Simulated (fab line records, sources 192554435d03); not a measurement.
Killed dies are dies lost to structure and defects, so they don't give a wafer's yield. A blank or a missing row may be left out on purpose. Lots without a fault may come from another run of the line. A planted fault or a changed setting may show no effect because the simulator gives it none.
Split-lot experiment | flow n5_finfet | 7 lots, 39 wafers read, on a route of 1938 steps

THE SPLIT
At N5_MOL_CONTACT_COAG_ETCHBACK_135 (etches SiO2 in CHF3, target depth 25 nm, time 16.7 s), the setting time_s was moved away from the recipe's 16.7 s on 12 of the 39 wafers read, by -13.7% to +19.2%. The other wafers ran this setting at the recipe's value.

The reading is taken at the split's own step.

THE READING
SOC_of_MOL_CONTACT_COAG_COAT_75.thk_nm (the simulator's own value, which no gauge read), in nm, at N5_MOL_CONTACT_COAG_ETCHBACK_135 (etches SiO2 in CHF3, target depth 25 nm, time 16.7 s). The file gives no usual value for it. The 27 wafers here that ran the recipe average 57.5 nm, standard deviation 0.16 nm.

wafer  | tool, chamber at the split | time_s as run, s | against the recipe | SOC_of_MOL_CONTACT_COAG_COAT_75.thk_nm, nm | against lot-mates on the recipe
L075.1 | rie_diel-06, 1,3,3         | 16.7             | recipe             | 57.2                                       | -
L075.2 | rie_diel-06, 1,3,3         | 16.7             | recipe             | 57.2                                       | -
L075.6 | rie_diel-06, 1,3,3         | 16.7             | recipe             | 57.2                                       | -
L075.3 | rie_diel-06, 0             | 14.41            | -13.7%             | 57.4                                       | +0.2
L075.4 | rie_diel-06, 2             | 14.41            | -13.7%             | 57.8                                       | +0.6
L075.5 | rie_diel-06, 2             | 14.41            | -13.7%             | 57.8                                       | +0.6
L076.1 | rie_diel-06, 1,0,2,3,2,1   | 16.7             | recipe             | 57.4                                       | -
L076.2 | rie_diel-06, 1,0,2,3,2,1   | 16.7             | recipe             | 57.4                                       | -
L076.3 | rie_diel-06, 1,0,2,3,2,1   | 16.7             | recipe             | 57.4                                       | -
L076.4 | rie_diel-06, 1,0,2,3,2,1   | 16.7             | recipe             | 57.4                                       | -
L076.5 | rie_diel-06, 1,0,2,3,2,1   | 16.7             | recipe             | 57.4                                       | -
L076.6 | rie_diel-06, 1,0,2,3,2,1   | 16.7             | recipe             | 57.4                                       | -
L083.1 | rie_diel-06, 1,3           | 16.7             | recipe             | 57.4                                       | -
L083.2 | rie_diel-06, 1,3           | 16.7             | recipe             | 57.4                                       | -
L083.3 | rie_diel-06, 0,1,3,0       | 16.7             | recipe             | 57.6                                       | -
L083.4 | rie_diel-06, 0,1,3,0       | 16.7             | recipe             | 57.6                                       | -
L083.5 | rie_diel-06, 0,1,3,0       | 16.7             | recipe             | 57.6                                       | -
L083.6 | rie_diel-06, 0,1,3,0       | 16.7             | recipe             | 57.6                                       | -
L085.1 | rie_diel-04, 0,2,3         | 16.7             | recipe             | 57.4                                       | -
L085.2 | rie_diel-04, 0,2,3         | 16.7             | recipe             | 57.4                                       | -
L085.6 | rie_diel-04, 0,2,3         | 16.7             | recipe             | 57.4                                       | -
L085.3 | rie_diel-04, 1             | 19.91            | +19.2%             | 56.8                                       | -0.6
L085.4 | rie_diel-04, 3,2           | 19.91            | +19.2%             | 56.6                                       | -0.8
L085.5 | rie_diel-04, 3,2           | 19.91            | +19.2%             | 56.6                                       | -0.8
L086.1 | rie_diel-04, 0             | 14.67            | -12.2%             | 57.6                                       | +0.1
L086.2 | rie_diel-04, 2             | 16.7             | recipe             | 57.2                                       | -
L086.3 | rie_diel-04, 3,1           | 14.67            | -12.2%             | 57.8                                       | +0.3
L086.4 | rie_diel-04, 3,1           | 14.67            | -12.2%             | 57.8                                       | +0.3
L086.5 | rie_diel-04, 1,2           | 16.7             | recipe             | 57.6                                       | -
L086.6 | rie_diel-04, 1,2           | 16.7             | recipe             | 57.6                                       | -
L088.1 | rie_diel-06, 1,3           | 16.7             | recipe             | 57.6                                       | -
L088.6 | rie_diel-06, 1,3           | 16.7             | recipe             | 57.6                                       | -
L088.2 | rie_diel-06, 0             | 16.7             | recipe             | 57.8                                       | -
L088.3 | rie_diel-06, 3             | 19.71            | +18.0%             | 57.2                                       | -0.5
L088.4 | rie_diel-06, 2             | 19.71            | +18.0%             | 57                                         | -0.7
L088.5 | rie_diel-06, 0             | 19.71            | +18.0%             | 57.4                                       | -0.3
L096.2 | rie_diel-06, 1             | 16.7             | recipe             | 57.4                                       | -
L096.3 | rie_diel-06, 0             | 16.7             | recipe             | 57.6                                       | -
L096.5 | rie_diel-06, 0             | 16.7             | recipe             | 57.8                                       | -
Where a row lists several chambers, the file gives one row for several wafers and doesn't say which wafer went through which chamber.

THE FIT
A straight line over all 39 wafers: SOC_of_MOL_CONTACT_COAG_COAT_75.thk_nm changes by -0.0251 nm for each +1% of time_s; r = -0.76; the points scatter about the line by 0.2 nm.
The same after taking each lot's own level away (the mean of its wafers on the recipe; 39 wafers): -0.0311 nm for each +1%; r = -0.91; scatter 0.13 nm.
On that fit, the largest move of time_s shifts the reading by 0.6 nm.
The lots' own levels span 57.20 to 57.67 nm, that is 2.9 times the standard deviation above.
So the lot-to-lot level blurs the effect unless lot-mates are compared.
Check: with one of the wafers moved furthest among these (+19.2%) left out of the fit, the line predicts -0.608 nm for it against its lot-mates. It came out at -0.6 nm against them.

OTHER SPLITS ON THESE WAFERS
These wafers also went through other splits before the reading. Each is held against what the fit with the lots' levels taken away leaves over:
other split on the same wafers       | wafers away from the commonest value | r with SOC_of_MOL_CONTACT_COAG_COAT_75.thk_nm (lot level and that fit taken away)
N5_DUMMY_GATE_ETCH_37 source_w       | 15                                   | -0.03
N5_DUMMY_GATE_ETCH_44 target_depth_a | 12                                   | +0.10
N5_SD_EPI_N_ETCH_45 target_depth_a   | 15                                   | -0.20
N5_HKMG_FIN_HK_ALD_01 ald_cycles     | 6                                    | -0.22
N5_GATE_CUT_HM_DEP_46 time_s         | 9                                    | +0.08
N5_GATE_CUT_CUT_ETCH_54 icp_w        | 18                                   | +0.17

THE FILE'S OWN FIT
SOC_of_MOL_CONTACT_COAG_COAT_75.thk_nm changes by -0.0312 nm for each +1% of time_s, r = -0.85.
